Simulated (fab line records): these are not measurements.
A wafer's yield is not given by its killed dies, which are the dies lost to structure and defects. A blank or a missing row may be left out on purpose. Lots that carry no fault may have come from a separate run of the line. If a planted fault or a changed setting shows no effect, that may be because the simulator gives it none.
fab line records / flow nandHarc
record: lots: 6 wafers: 18 lastDay: 29
route steps=1302 shown A_ONON_D2@550 END@1302
lots that met no fault: from a run of the same line without faults
startH: hours from the record's first day to the start of the lot's first wafer shown / waitH: hours elapsed since this lot's preceding step / " identical to the entry in the row above / L1.1+2: one row covering several wafers at once / - no value, or no start was given / * or withheld: withheld / < > ~ a bound
route shown NAME@n: a module of which the file shows steps, and the number in the route of the first / usual: mean and standard deviation over wafers with no fault / same: alike in all rows / chamber/n: place in a boat / sites: each site's reading / _std_site: standard deviation of those values / _edge_site: outer sites' mean less inner sites' / radiusMm: how far each site lies from the wafer's centre / mask NAME#n: copy n / behind: tool/chamber where the wafer was last shaped / hold: what put the lot on hold/how long, in hours/how the hold closed / device: the transistor (n, p or np) that didn't switch / end of line: tests of these same wafers at the route's end / a step given without rows: its recipe and nothing more / killed: at the first sort, the dies lost to defects and structure; wafer yield is something else / map: per-die view of a wafer (x killed, . not killed, _ where there is no die)
set.NAME: the setting that was run; set.NAME@STEP: the one run at that earlier step / model.NAME: the simulator's own value behind a step, which no gauge read
a table for each step, a row for each wafer; lots at some steps of the route
services: a tool's chamber out of use, with start hour (startH, from the record's first day; less than 0 if before it), hours out, and reason
== steps ==
step: NHARC_A_ONON_D2_THK_MEAS_08
recipe: thkMeasGauge: ellipsometry
usual: thkNm: 1000/8.9
lot.wafer=L952.1 tool=filmMetro-02 chamber=- startH=300.77 waitH=- thkNm=999
lot.wafer=L952.3 tool=filmMetro-02 chamber=- startH=300.77 waitH=- thkNm=998
lot.wafer=L952.5 tool=filmMetro-02 chamber=- startH=300.77 waitH=- thkNm=1001
lot.wafer=L954.1 tool=filmMetro-01 chamber=- startH=340.07 waitH=- thkNm=983
lot.wafer=L954.4 tool=filmMetro-01 chamber=- startH=340.07 waitH=- thkNm=984
lot.wafer=L954.6 tool=filmMetro-01 chamber=- startH=340.07 waitH=- thkNm=984
lot.wafer=L958.1 tool=filmMetro-01 chamber=- startH=375.03 waitH=- thkNm=992
lot.wafer=L958.4 tool=filmMetro-01 chamber=- startH=375.03 waitH=- thkNm=991
lot.wafer=L958.5 tool=filmMetro-01 chamber=- startH=375.03 waitH=- thkNm=992
lot.wafer=L957.3 tool=filmMetro-01 chamber=- startH=375.04 waitH=- thkNm=998
lot.wafer=L957.5 tool=filmMetro-01 chamber=- startH=375.04 waitH=- thkNm=1000
lot.wafer=L957.6 tool=filmMetro-01 chamber=- startH=375.04 waitH=- thkNm=999
lot.wafer=L959.2 tool=filmMetro-01 chamber=- startH=380.84 waitH=- thkNm=1001
lot.wafer=L959.4 tool=filmMetro-01 chamber=- startH=380.84 waitH=- thkNm=1001
lot.wafer=L959.5 tool=filmMetro-01 chamber=- startH=380.84 waitH=- thkNm=1000
lot.wafer=L961.2 tool=filmMetro-02 chamber=- startH=391.85 waitH=- thkNm=988
lot.wafer=L961.5 tool=filmMetro-02 chamber=- startH=391.85 waitH=- thkNm=990
lot.wafer=L961.6 tool=filmMetro-02 chamber=- startH=391.85 waitH=- thkNm=989
step: NHARC_A_ONON_D2_DEP_09
recipe: targetThkA: 10000 n2FlowSccm: 2750 n2oFlowSccm: 2000 nh3FlowSccm: 500 sih4FlowSccm: 210 tempC: 400
step: NHARC_A_ONON_D2_THK_MEAS_11
recipe: thkMeasGauge: ellipsometry
usual: thkNm: 997/12
lot.wafer=L952.1 tool=filmMetro-02 chamber=- startH=301.34 waitH=- thkNm=1006
lot.wafer=L952.3 tool=filmMetro-02 chamber=- startH=301.34 waitH=- thkNm=1006
lot.wafer=L952.5 tool=filmMetro-02 chamber=- startH=301.34 waitH=- thkNm=1007
lot.wafer=L954.1 tool=filmMetro-01 chamber=- startH=340.64 waitH=- thkNm=1007
lot.wafer=L954.4 tool=filmMetro-01 chamber=- startH=340.64 waitH=- thkNm=1004
lot.wafer=L954.6 tool=filmMetro-01 chamber=- startH=340.64 waitH=- thkNm=1007
lot.wafer=L957.3 tool=filmMetro-01 chamber=- startH=375.61 waitH=- thkNm=1005
lot.wafer=L957.5 tool=filmMetro-01 chamber=- startH=375.61 waitH=- thkNm=1006
lot.wafer=L957.6 tool=filmMetro-01 chamber=- startH=375.61 waitH=- thkNm=1005
lot.wafer=L958.1 tool=filmMetro-01 chamber=- startH=375.61 waitH=- thkNm=968
lot.wafer=L958.4 tool=filmMetro-01 chamber=- startH=375.61 waitH=- thkNm=968
lot.wafer=L958.5 tool=filmMetro-01 chamber=- startH=375.61 waitH=- thkNm=968
lot.wafer=L959.2 tool=filmMetro-01 chamber=- startH=381.41 waitH=- thkNm=1028
lot.wafer=L959.4 tool=filmMetro-01 chamber=- startH=381.41 waitH=- thkNm=1027
lot.wafer=L959.5 tool=filmMetro-01 chamber=- startH=381.41 waitH=- thkNm=1026
lot.wafer=L961.2 tool=filmMetro-01 chamber=- startH=392.42 waitH=- thkNm=988
lot.wafer=L961.5 tool=filmMetro-01 chamber=- startH=392.42 waitH=- thkNm=988
lot.wafer=L961.6 tool=filmMetro-01 chamber=- startH=392.42 waitH=- thkNm=988
step: NHARC_A_ONON_D2_DEP_12
recipe: targetThkA: 10000 n2FlowSccm: 2750 n2oFlowSccm: 2000 nh3FlowSccm: 500 sih4FlowSccm: 210 tempC: 400
step: NHARC_A_ONON_D2_THK_MEAS_14
recipe: thkMeasGauge: ellipsometry
usual: thkNm: 998/12
lot.wafer=L952.1 tool=filmMetro-02 chamber=- startH=301.91 waitH=- thkNm=988
lot.wafer=L952.3 tool=filmMetro-02 chamber=- startH=301.91 waitH=- thkNm=987
lot.wafer=L952.5 tool=filmMetro-02 chamber=- startH=301.91 waitH=- thkNm=986
lot.wafer=L954.1 tool=filmMetro-02 chamber=- startH=341.21 waitH=- thkNm=996
lot.wafer=L954.4 tool=filmMetro-02 chamber=- startH=341.21 waitH=- thkNm=994
lot.wafer=L954.6 tool=filmMetro-02 chamber=- startH=341.21 waitH=- thkNm=994
lot.wafer=L957.3 tool=filmMetro-01 chamber=- startH=376.17 waitH=- thkNm=990
lot.wafer=L957.5 tool=filmMetro-01 chamber=- startH=376.17 waitH=- thkNm=987
lot.wafer=L957.6 tool=filmMetro-01 chamber=- startH=376.17 waitH=- thkNm=988
lot.wafer=L958.1 tool=filmMetro-01 chamber=- startH=376.18 waitH=- thkNm=1023
lot.wafer=L958.4 tool=filmMetro-01 chamber=- startH=376.18 waitH=- thkNm=1024
lot.wafer=L958.5 tool=filmMetro-01 chamber=- startH=376.18 waitH=- thkNm=1021
lot.wafer=L959.2 tool=filmMetro-01 chamber=- startH=381.98 waitH=- thkNm=1006
lot.wafer=L959.4 tool=filmMetro-01 chamber=- startH=381.98 waitH=- thkNm=1006
lot.wafer=L959.5 tool=filmMetro-01 chamber=- startH=381.98 waitH=- thkNm=1004
lot.wafer=L961.2 tool=filmMetro-01 chamber=- startH=392.99 waitH=- thkNm=1017
lot.wafer=L961.5 tool=filmMetro-01 chamber=- startH=392.99 waitH=- thkNm=1018
lot.wafer=L961.6 tool=filmMetro-01 chamber=- startH=392.99 waitH=- thkNm=1016
step: NHARC_A_ONON_D2_ANNEAL_15
recipe: tempC: 750 timeS: 3600
step: NHARC_A_ONON_D2_DEP_16
recipe: targetThkA: 10000 n2FlowSccm: 2750 n2oFlowSccm: 2000 nh3FlowSccm: 500 sih4FlowSccm: 210 tempC: 400
step: NHARC_A_ONON_D2_THK_MEAS_18
recipe: thkMeasGauge: ellipsometry
usual: thkNm: 1001/7.3
lot.wafer=L952.1 tool=filmMetro-01 chamber=- startH=309.69 waitH=- thkNm=1004
lot.wafer=L952.3 tool=filmMetro-01 chamber=- startH=309.69 waitH=- thkNm=1003
lot.wafer=L952.5 tool=filmMetro-01 chamber=- startH=309.69 waitH=- thkNm=1005
lot.wafer=L954.1 tool=filmMetro-01 chamber=- startH=348.52 waitH=- thkNm=1008
lot.wafer=L954.4 tool=filmMetro-01 chamber=- startH=348.52 waitH=- thkNm=1007
lot.wafer=L954.6 tool=filmMetro-01 chamber=- startH=348.52 waitH=- thkNm=1009
lot.wafer=L959.2 tool=filmMetro-01 chamber=- startH=386.75 waitH=- thkNm=1007
lot.wafer=L959.4 tool=filmMetro-01 chamber=- startH=386.75 waitH=- thkNm=1007
lot.wafer=L959.5 tool=filmMetro-01 chamber=- startH=386.75 waitH=- thkNm=1007
lot.wafer=L958.1 tool=filmMetro-01 chamber=- startH=386.75 waitH=- thkNm=1005
lot.wafer=L958.4 tool=filmMetro-01 chamber=- startH=386.75 waitH=- thkNm=1005
lot.wafer=L958.5 tool=filmMetro-01 chamber=- startH=386.75 waitH=- thkNm=1006
lot.wafer=L957.3 tool=filmMetro-01 chamber=- startH=386.76 waitH=- thkNm=998
lot.wafer=L957.5 tool=filmMetro-01 chamber=- startH=386.76 waitH=- thkNm=1000
lot.wafer=L957.6 tool=filmMetro-01 chamber=- startH=386.76 waitH=- thkNm=1001
lot.wafer=L961.2 tool=filmMetro-01 chamber=- startH=399.69 waitH=- thkNm=983
lot.wafer=L961.5 tool=filmMetro-01 chamber=- startH=399.69 waitH=- thkNm=984
lot.wafer=L961.6 tool=filmMetro-01 chamber=- startH=399.69 waitH=- thkNm=983
step: NHARC_A_ONON_D2_DEP_19
recipe: targetThkA: 10000 n2FlowSccm: 2750 n2oFlowSccm: 2000 nh3FlowSccm: 500 sih4FlowSccm: 210 tempC: 400
step: NHARC_A_ONON_D2_THK_MEAS_21
recipe: thkMeasGauge: ellipsometry
usual: thkNm: 1000/9.4
lot.wafer=L952.1 tool=filmMetro-02 chamber=- startH=310.25 waitH=- thkNm=998
lot.wafer=L952.3 tool=filmMetro-02 chamber=- startH=310.25 waitH=- thkNm=998
lot.wafer=L952.5 tool=filmMetro-02 chamber=- startH=310.25 waitH=- thkNm=996
lot.wafer=L954.1 tool=filmMetro-01 chamber=- startH=349.08 waitH=- thkNm=994
lot.wafer=L954.4 tool=filmMetro-01 chamber=- startH=349.08 waitH=- thkNm=994
lot.wafer=L954.6 tool=filmMetro-01 chamber=- startH=349.08 waitH=- thkNm=994
lot.wafer=L959.2 tool=filmMetro-01 chamber=- startH=387.31 waitH=- thkNm=1001
lot.wafer=L959.4 tool=filmMetro-01 chamber=- startH=387.31 waitH=- thkNm=1001
lot.wafer=L959.5 tool=filmMetro-01 chamber=- startH=387.31 waitH=- thkNm=1002
lot.wafer=L958.1 tool=filmMetro-01 chamber=- startH=387.32 waitH=- thkNm=1003
lot.wafer=L958.4 tool=filmMetro-01 chamber=- startH=387.32 waitH=- thkNm=1002
lot.wafer=L958.5 tool=filmMetro-01 chamber=- startH=387.32 waitH=- thkNm=1002
lot.wafer=L957.3 tool=filmMetro-01 chamber=- startH=387.32 waitH=- thkNm=1003
lot.wafer=L957.5 tool=filmMetro-01 chamber=- startH=387.32 waitH=- thkNm=1002
lot.wafer=L957.6 tool=filmMetro-01 chamber=- startH=387.32 waitH=- thkNm=1002
lot.wafer=L961.2 tool=filmMetro-02 chamber=- startH=400.26 waitH=- thkNm=1012
lot.wafer=L961.5 tool=filmMetro-02 chamber=- startH=400.26 waitH=- thkNm=1012
lot.wafer=L961.6 tool=filmMetro-02 chamber=- startH=400.26 waitH=- thkNm=1013
step: NHARC_A_ONON_D2_DEP_22
recipe: targetThkA: 10000 n2FlowSccm: 2750 n2oFlowSccm: 2000 nh3FlowSccm: 500 sih4FlowSccm: 210 tempC: 400
step: NHARC_A_ONON_D2_THK_MEAS_24
recipe: thkMeasGauge: ellipsometry
usual: thkNm: 1000/11
lot.wafer=L952.1 tool=filmMetro-01 chamber=- startH=310.82 waitH=- thkNm=1000
lot.wafer=L952.3 tool=filmMetro-01 chamber=- startH=310.82 waitH=- thkNm=999
lot.wafer=L952.5 tool=filmMetro-01 chamber=- startH=310.82 waitH=- thkNm=998
lot.wafer=L954.1 tool=filmMetro-02 chamber=- startH=349.65 waitH=- thkNm=1008
lot.wafer=L954.4 tool=filmMetro-02 chamber=- startH=349.65 waitH=- thkNm=1006
lot.wafer=L954.6 tool=filmMetro-02 chamber=- startH=349.65 waitH=- thkNm=1007
lot.wafer=L959.2 tool=filmMetro-01 chamber=- startH=387.88 waitH=- thkNm=998
lot.wafer=L959.4 tool=filmMetro-01 chamber=- startH=387.88 waitH=- thkNm=1000
lot.wafer=L959.5 tool=filmMetro-01 chamber=- startH=387.88 waitH=- thkNm=999
lot.wafer=L958.1 tool=filmMetro-01 chamber=- startH=387.88 waitH=- thkNm=1007
lot.wafer=L958.4 tool=filmMetro-01 chamber=- startH=387.88 waitH=- thkNm=1008
lot.wafer=L958.5 tool=filmMetro-01 chamber=- startH=387.88 waitH=- thkNm=1008
lot.wafer=L957.3 tool=filmMetro-01 chamber=- startH=387.92 waitH=- thkNm=1000
lot.wafer=L957.5 tool=filmMetro-01 chamber=- startH=387.92 waitH=- thkNm=1000
lot.wafer=L957.6 tool=filmMetro-01 chamber=- startH=387.92 waitH=- thkNm=1000
lot.wafer=L961.2 tool=filmMetro-02 chamber=- startH=400.83 waitH=- thkNm=994
lot.wafer=L961.5 tool=filmMetro-02 chamber=- startH=400.83 waitH=- thkNm=994
lot.wafer=L961.6 tool=filmMetro-02 chamber=- startH=400.83 waitH=- thkNm=995
step: NHARC_A_ONON_D2_DEP_25
recipe: targetThkA: 10000 n2FlowSccm: 2750 n2oFlowSccm: 2000 nh3FlowSccm: 500 sih4FlowSccm: 210 tempC: 400
lot.wafer=L952.1+3+5 tool=pecvdOnon-04 chamber=0 startH=310.88 waitH=0.1
lot.wafer=L954.1+4+6 tool=pecvdOnon-01 chamber=0 startH=349.71 waitH=0.1
lot.wafer=L958.1+4+5 tool=pecvdOnon-01 chamber=0 startH=387.94 waitH=0.1
lot.wafer=L959.2+4+5 tool=pecvdOnon-02 chamber=0 startH=387.99 waitH=0.1
lot.wafer=L957.3+5+6 tool=pecvdOnon-04 chamber=0 startH=388.09 waitH=0.2
lot.wafer=L961.2+5+6 tool=pecvdOnon-04 chamber=0 startH=400.94 waitH=0.1
step: NHARC_A_ONON_D2_THK_MEAS_27
recipe: thkMeasGauge: ellipsometry
usual: thkNm: 999/13
lot.wafer=L952.1 tool=filmMetro-02 chamber=- startH=311.39 waitH=- hold=- thkNm=1000
lot.wafer=L952.3 tool=filmMetro-02 chamber=- startH=311.39 waitH=- hold=- thkNm=1002
lot.wafer=L952.5 tool=filmMetro-02 chamber=- startH=311.39 waitH=- hold=- thkNm=999
lot.wafer=L954.1 tool=filmMetro-02 chamber=- startH=350.22 waitH=- hold=- thkNm=991
lot.wafer=L954.4 tool=filmMetro-02 chamber=- startH=350.22 waitH=- hold=- thkNm=993
lot.wafer=L954.6 tool=filmMetro-02 chamber=- startH=350.22 waitH=- hold=- thkNm=992
lot.wafer=L959.2 tool=filmMetro-01 chamber=- startH=388.44 waitH=- hold=- thkNm=1015
lot.wafer=L959.4 tool=filmMetro-01 chamber=- startH=388.44 waitH=- hold=- thkNm=1015
lot.wafer=L959.5 tool=filmMetro-01 chamber=- startH=388.44 waitH=- hold=- thkNm=1016
lot.wafer=L958.1 tool=filmMetro-02 chamber=- startH=388.45 waitH=- hold=- thkNm=983
lot.wafer=L958.4 tool=filmMetro-02 chamber=- startH=388.45 waitH=- hold=- thkNm=983
lot.wafer=L958.5 tool=filmMetro-02 chamber=- startH=388.45 waitH=- hold=- thkNm=983
lot.wafer=L957.3 tool=filmMetro-01 chamber=- startH=388.48 waitH=- hold=awaitDispo/0.2h/release thkNm=1013
lot.wafer=L957.5 tool=filmMetro-01 chamber=- startH=388.48 waitH=- hold=awaitDispo/0.2h/release thkNm=1012
lot.wafer=L957.6 tool=filmMetro-01 chamber=- startH=388.48 waitH=- hold=awaitDispo/0.2h/release thkNm=713
lot.wafer=L957.3 tool=filmMetro-01 chamber=- startH=388.65 waitH=0.2 hold=- thkNm=1013
lot.wafer=L957.5 tool=filmMetro-01 chamber=- startH=388.65 waitH=0.2 hold=- thkNm=1013
lot.wafer=L957.6 tool=filmMetro-01 chamber=- startH=388.65 waitH=0.2 hold=- thkNm=712
lot.wafer=L961.2 tool=filmMetro-01 chamber=- startH=401.39 waitH=- hold=awaitDispo/0.2h/release thkNm=1014
lot.wafer=L961.5 tool=filmMetro-01 chamber=- startH=401.39 waitH=- hold=awaitDispo/0.2h/release thkNm=1015
lot.wafer=L961.6 tool=filmMetro-01 chamber=- startH=401.39 waitH=- hold=awaitDispo/0.2h/release thkNm=715
lot.wafer=L961.2 tool=filmMetro-01 chamber=- startH=401.56 waitH=0.2 hold=- thkNm=1013
lot.wafer=L961.5 tool=filmMetro-01 chamber=- startH=401.56 waitH=0.2 hold=- thkNm=1014
lot.wafer=L961.6 tool=filmMetro-01 chamber=- startH=401.56 waitH=0.2 hold=- thkNm=716
step: NHARC_END_SORT_01
recipe: tempC: 25
usual: killedAtArray: 52/19 killedAtOther: 1.0/1.2 killedAtPeriphery: 4.1/2.8 killedDies: 57/19 killedOpen: 3.1/1.7 killedShort: 2.5/1.5
same: grossDies: 677
lot.wafer=L954.1 tool=prober-02 chamber=0 startH=624.35 waitH=2.5 hold=- killedAtArray=63 killedAtOther=2 killedAtPeriphery=2 killedDies=67 killedOpen=5 killedShort=4
lot.wafer=L954.4 tool=prober-02 chamber=0 startH=626.76 waitH=3.4 hold=- killedAtArray=66 killedAtOther=0 killedAtPeriphery=1 killedDies=67 killedOpen=2 killedShort=2
lot.wafer=L954.6 tool=prober-02 chamber=0 startH=628.37 waitH=4.0 hold=- killedAtArray=61 killedAtOther=0 killedAtPeriphery=1 killedDies=62 killedOpen=4 killedShort=2
lot.wafer=L958.1 tool=prober-02 chamber=0 startH=662.07 waitH=2.5 hold=- killedAtArray=68 killedAtOther=2 killedAtPeriphery=3 killedDies=73 killedOpen=6 killedShort=4
lot.wafer=L958.4 tool=prober-02 chamber=0 startH=664.44 waitH=3.4 hold=- killedAtArray=54 killedAtOther=2 killedAtPeriphery=4 killedDies=60 killedOpen=4 killedShort=1
lot.wafer=L958.5 tool=prober-02 chamber=0 startH=665.23 waitH=3.7 hold=- killedAtArray=27 killedAtOther=0 killedAtPeriphery=4 killedDies=31 killedOpen=1 killedShort=1
lot.wafer=L957.3 tool=prober-01 chamber=0 startH=668.31 waitH=3.1 hold=awaitDispo/2.2h/release killedAtArray=25 killedAtOther=0 killedAtPeriphery=3 killedDies=28 killedOpen=6 killedShort=2
lot.wafer=L957.5 tool=prober-01 chamber=0 startH=669.90 waitH=3.7 hold=awaitDispo/2.2h/release killedAtArray=20 killedAtOther=0 killedAtPeriphery=4 killedDies=24 killedOpen=3 killedShort=1
lot.wafer=L957.6 tool=prober-01 chamber=0 startH=670.69 waitH=4.0 hold=awaitDispo/2.2h/release killedAtArray=673 killedAtOther=1 killedAtPeriphery=3 killedDies=677 killedOpen=2 killedShort=2
lot.wafer=L959.2 tool=prober-02 chamber=0 startH=675.72 waitH=2.8 hold=- killedAtArray=71 killedAtOther=5 killedAtPeriphery=8 killedDies=84 killedOpen=2 killedShort=2
lot.wafer=L959.4 tool=prober-02 chamber=0 startH=677.33 waitH=3.4 hold=- killedAtArray=45 killedAtOther=0 killedAtPeriphery=9 killedDies=54 killedOpen=2 killedShort=1
lot.wafer=L959.5 tool=prober-02 chamber=0 startH=678.14 waitH=3.7 hold=- killedAtArray=62 killedAtOther=0 killedAtPeriphery=5 killedDies=67 killedOpen=3 killedShort=3
lot.wafer=L961.2 tool=prober-01 chamber=0 startH=683.37 waitH=2.8 hold=awaitDispo/2.7h/release killedAtArray=87 killedAtOther=3 killedAtPeriphery=2 killedDies=92 killedOpen=3 killedShort=3
lot.wafer=L961.5 tool=prober-01 chamber=0 startH=685.83 waitH=3.8 hold=awaitDispo/2.7h/release killedAtArray=73 killedAtOther=3 killedAtPeriphery=2 killedDies=78 killedOpen=5 killedShort=4
lot.wafer=L961.6 tool=prober-01 chamber=0 startH=686.64 waitH=4.1 hold=awaitDispo/2.7h/release killedAtArray=674 killedAtOther=1 killedAtPeriphery=2 killedDies=677 killedOpen=3 killedShort=3
killed by level:class
L954.1 A_CHANNEL_HOLE_D1:chamberFilmFlake=36 A_CHANNEL_HOLE_D2:chamberFilmFlake=11 A_CONTACT:chamberFilmFlake=5 A_DECK1_JOINT:chamberFilmFlake=2 P_GATE:geometricParticle:open=1 A_ONON_D1:geometricParticle:short=1 A_ONON_D1:geometricParticle:open=1 A_CHANNEL_FILL_D1:geometricParticle:short=1
L954.4 A_CHANNEL_HOLE_D1:chamberFilmFlake=33 A_CHANNEL_HOLE_D2:chamberFilmFlake=17 A_CONTACT:chamberFilmFlake=5 A_STAIRCASE:chamberFilmFlake=3 A_DECK1_JOINT:chamberFilmFlake=2 P_STI:geometricParticle:open=1 A_ONON_D2:geometricParticle:open=1 A_ONON_D2:geometricParticle:short=1
L954.6 A_CHANNEL_HOLE_D1:chamberFilmFlake=38 A_CHANNEL_HOLE_D2:chamberFilmFlake=6 A_CONTACT:chamberFilmFlake=4 A_ZERO_WELL:chamberFilmFlake=3 A_CHANNEL_FILL_D2:geometricParticle:open=2 A_DECK1_JOINT:chamberFilmFlake=2 A_STAIRCASE:chamberFilmFlake=2 A_CHANNEL_HOLE_D1:geometricParticle:open=1
L958.1 A_SLIT:chamberFilmFlake=34 A_CHANNEL_HOLE_D1:chamberFilmFlake=10 A_CHANNEL_HOLE_D2:chamberFilmFlake=9 A_M0:geometricParticle:open=3 A_ZERO_WELL:chamberFilmFlake=3 A_CONTACT:chamberFilmFlake=2 THIN_TSV:chamberFilmFlake=2 P_M0:geometricParticle:short=1
L958.4 A_SLIT:chamberFilmFlake=27 A_CHANNEL_HOLE_D2:chamberFilmFlake=12 P_GATE:chamberFilmFlake=4 A_ZERO_WELL:chamberFilmFlake=3 A_CHANNEL_FILL_D1:chamberFilmFlake=3 A_CONTACT:chamberFilmFlake=2 A_ONON_D1:geometricParticle:open=1 A_DECK1_JOINT:geometricParticle:open=1
L958.5 A_SLIT:chamberFilmFlake=13 A_CHANNEL_HOLE_D2:chamberFilmFlake=6 P_GATE:chamberFilmFlake=2 A_CHANNEL_HOLE_D1:chamberFilmFlake=2 P_M0:geometricParticle:open=1 A_ONON_D1:geometricParticle:short=1 P_BONDPAD:chamberFilmFlake=1 A_ZERO_WELL:chamberFilmFlake=1
L957.3 A_STAIRCASE:chamberFilmFlake=5 A_CHANNEL_HOLE_D1:chamberFilmFlake=4 A_CONTACT:chamberFilmFlake=3 A_M0:geometricParticle:open=2 P_CONTACT:geometricParticle:open=1 A_SOURCE_PLATE:geometricParticle:open=1 A_SOURCE_PLATE:geometricParticle:short=1 A_DECK1_JOINT:geometricParticle:open=1
L957.5 A_CHANNEL_HOLE_D1:chamberFilmFlake=7 A_CONTACT:chamberFilmFlake=5 A_CHANNEL_HOLE_D2:chamberFilmFlake=4 P_ZERO_WELL:chamberFilmFlake=2 P_CONTACT:geometricParticle:open=1 A_CHANNEL_HOLE_D1:geometricParticle:open=1 A_DECK1_JOINT:geometricParticle:short=1 A_M0:geometricParticle:open=1
L957.6 A_ONON_D2:areaDep=653 A_CONTACT:chamberFilmFlake=4 P_GATE:chamberFilmFlake=3 A_SLIT:chamberFilmFlake=3 A_CHANNEL_HOLE_D1:chamberFilmFlake=2 A_CHANNEL_HOLE_D2:chamberFilmFlake=2 A_STAIRCASE:chamberFilmFlake=2 A_BLC:chamberFilmFlake=2
L959.2 A_SLIT:chamberFilmFlake=37 A_CHANNEL_HOLE_D1:chamberFilmFlake=11 A_CHANNEL_HOLE_D2:chamberFilmFlake=10 A_STAIRCASE:chamberFilmFlake=8 P_CONTACT:chamberFilmFlake=6 HYBRID_BOND:chamberFilmFlake=4 A_SOURCE_PLATE:geometricParticle:open=2 A_CONTACT:chamberFilmFlake=2
L959.4 A_CHANNEL_HOLE_D1:chamberFilmFlake=13 A_SLIT:chamberFilmFlake=10 A_CONTACT:chamberFilmFlake=7 A_CHANNEL_HOLE_D2:chamberFilmFlake=6 P_CONTACT:chamberFilmFlake=5 A_STAIRCASE:chamberFilmFlake=5 A_CHANNEL_HOLE_D2:unspecified=2 P_CONTACT:geometricParticle:open=1
L959.5 A_SLIT:chamberFilmFlake=37 A_STAIRCASE:chamberFilmFlake=6 A_CHANNEL_HOLE_D2:chamberFilmFlake=5 P_CONTACT:chamberFilmFlake=4 A_CHANNEL_HOLE_D1:chamberFilmFlake=4 A_CHANNEL_HOLE_D2:unspecified=2 A_CONTACT:chamberFilmFlake=2 A_SOURCE_PLATE:geometricParticle:open=1
L961.2 A_CHANNEL_HOLE_D1:chamberFilmFlake=38 A_CHANNEL_HOLE_D2:chamberFilmFlake=23 A_SLIT:chamberFilmFlake=14 A_CONTACT:chamberFilmFlake=5 A_ONON_D2:geometricParticle:open=2 THIN_TSV:chamberFilmFlake=2 A_CHANNEL_FILL_D1:geometricParticle:short=1 A_CONTACT:geometricParticle:open=1
L961.5 A_SLIT:chamberFilmFlake=28 A_CHANNEL_HOLE_D1:chamberFilmFlake=21 A_CHANNEL_HOLE_D2:chamberFilmFlake=10 A_CONTACT:chamberFilmFlake=4 A_WL_FILL:geometricParticle:short=2 THIN_TSV:chamberFilmFlake=2 A_ONON_D1:geometricParticle:open=1 A_CHANNEL_FILL_D1:geometricParticle:open=1
L961.6 A_ONON_D2:areaDep=592 A_CHANNEL_HOLE_D1:chamberFilmFlake=34 A_CHANNEL_HOLE_D2:chamberFilmFlake=23 A_SLIT:chamberFilmFlake=13 A_CONTACT:chamberFilmFlake=4 A_ONON_D1:geometricParticle:short=1 A_CHANNEL_HOLE_D1:geometricParticle:short=1 A_CHANNEL_FILL_D1:geometricParticle:open=1
map L957.6 (x killed, . not)
____________x____________
_________xxxxxxx_________
_______xxxxxxxxxxx_______
______xxxxxxxxxxxxx______
_____xxxxxxxxxxxxxxx_____
____xxxxxxxxxxxxxxxxx____
____xxxxxxxxxxxxxxxxx____
___xxxxxxxxxxxxxxxxxxx___
___xxxxxxxxxxxxxxxxxxx___
__xxxxxxxxxxxxxxxxxxxxx__
__xxxxxxxxxxxxxxxxxxxxx__
_xxxxxxxxxxxxxxxxxxxxxxx_
_xxxxxxxxxxxxxxxxxxxxxxx_
_xxxxxxxxxxxxxxxxxxxxxxx_
_xxxxxxxxxxxxxxxxxxxxxxx_
_xxxxxxxxxxxxxxxxxxxxxxx_
xxxxxxxxxxxxxxxxxxxxxxxxx
xxxxxxxxxxxxxxxxxxxxxxxxx
xxxxxxxxxxxxxxxxxxxxxxxxx
xxxxxxxxxxxxxxxxxxxxxxxxx
xxxxxxxxxxxxxxxxxxxxxxxxx
_xxxxxxxxxxxxxxxxxxxxxxx_
_xxxxxxxxxxxxxxxxxxxxxxx_
_xxxxxxxxxxxxxxxxxxxxxxx_
_xxxxxxxxxxxxxxxxxxxxxxx_
_xxxxxxxxxxxxxxxxxxxxxxx_
__xxxxxxxxxxxxxxxxxxxxx__
__xxxxxxxxxxxxxxxxxxxxx__
___xxxxxxxxxxxxxxxxxxx___
___xxxxxxxxxxxxxxxxxxx___
____xxxxxxxxxxxxxxxxx____
____xxxxxxxxxxxxxxxxx____
_____xxxxxxxxxxxxxxx_____
______xxxxxxxxxxxxx______
_______xxxxxxxxxxx_______
_________xxxxxxx_________
____________x____________
map L961.6 (x killed, . not)
____________x____________
_________xxxxxxx_________
_______xxxxxxxxxxx_______
______xxxxxxxxxxxxx______
_____xxxxxxxxxxxxxxx_____
____xxxxxxxxxxxxxxxxx____
____xxxxxxxxxxxxxxxxx____
___xxxxxxxxxxxxxxxxxxx___
___xxxxxxxxxxxxxxxxxxx___
__xxxxxxxxxxxxxxxxxxxxx__
__xxxxxxxxxxxxxxxxxxxxx__
_xxxxxxxxxxxxxxxxxxxxxxx_
_xxxxxxxxxxxxxxxxxxxxxxx_
_xxxxxxxxxxxxxxxxxxxxxxx_
_xxxxxxxxxxxxxxxxxxxxxxx_
_xxxxxxxxxxxxxxxxxxxxxxx_
xxxxxxxxxxxxxxxxxxxxxxxxx
xxxxxxxxxxxxxxxxxxxxxxxxx
xxxxxxxxxxxxxxxxxxxxxxxxx
xxxxxxxxxxxxxxxxxxxxxxxxx
xxxxxxxxxxxxxxxxxxxxxxxxx
_xxxxxxxxxxxxxxxxxxxxxxx_
_xxxxxxxxxxxxxxxxxxxxxxx_
_xxxxxxxxxxxxxxxxxxxxxxx_
_xxxxxxxxxxxxxxxxxxxxxxx_
_xxxxxxxxxxxxxxxxxxxxxxx_
__xxxxxxxxxxxxxxxxxxxxx__
__xxxxxxxxxxxxxxxxxxxxx__
___xxxxxxxxxxxxxxxxxxx___
___xxxxxxxxxxxxxxxxxxx___
____xxxxxxxxxxxxxxxxx____
____xxxxxxxxxxxxxxxxx____
_____xxxxxxxxxxxxxxx_____
______xxxxxxxxxxxxx______
_______xxxxxxxxxxx_______
_________xxxxxxx_________
____________x____________
== services ==
tool=pecvdOnon-01 chamber=- startH=289.30 hours=7.6 kind=repair
tool=pecvdOnon-04 chamber=- startH=311.23 hours=13.0 kind=pm
tool=pecvdOnon-01 chamber=- startH=355.08 hours=1.0 kind=repair
tool=pecvdOnon-02 chamber=- startH=366.48 hours=13.0 kind=pm
== key ==
firstSign: step: NHARC_A_ONON_D2_THK_MEAS_27 reading: visit direction: added
effect: step: NHARC_A_ONON_D2_THK_MEAS_27 reading: thkNm direction: down sigmas: 23 usual: 999 struck: 714
effect: step: NHARC_END_SORT_01 reading: killedDies direction: up sigmas: 33 usual: 57 struck: 677
moreKillsBornAt: NHARC_A_ONON_D2_DEP_25@pecvdOnon-04: 1245
metAt NHARC_A_ONON_D2_DEP_25
struckWafers L957.6,L961.6
laterRowsLeftOut L957.6,L961.6
testerLeftOut L957,L961
onsetBetween 310.88 388.09
fault: kind: processParameterDrift tool: pecvdOnon-04 chamber: - onsetH: 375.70 steps: NHARC_A_ONON_D2_DEP_25 channel: targetThkA offset: * shape: step endH: 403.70 scope: struckWafersOnly actsIn: * stated: *
testerLeftOut: of these lots the tester's yield and bins aren't shown, on N5 and GAA mostly nor the transistor test; their killed dies are dies lost to structure and defects alone, not to doping, threshold or leakage, so they don't give the yield
laterRowsLeftOut: the simulator's readings of these wafers behind a module that went badly wrong aren't trusted and aren't shown, but for the sort
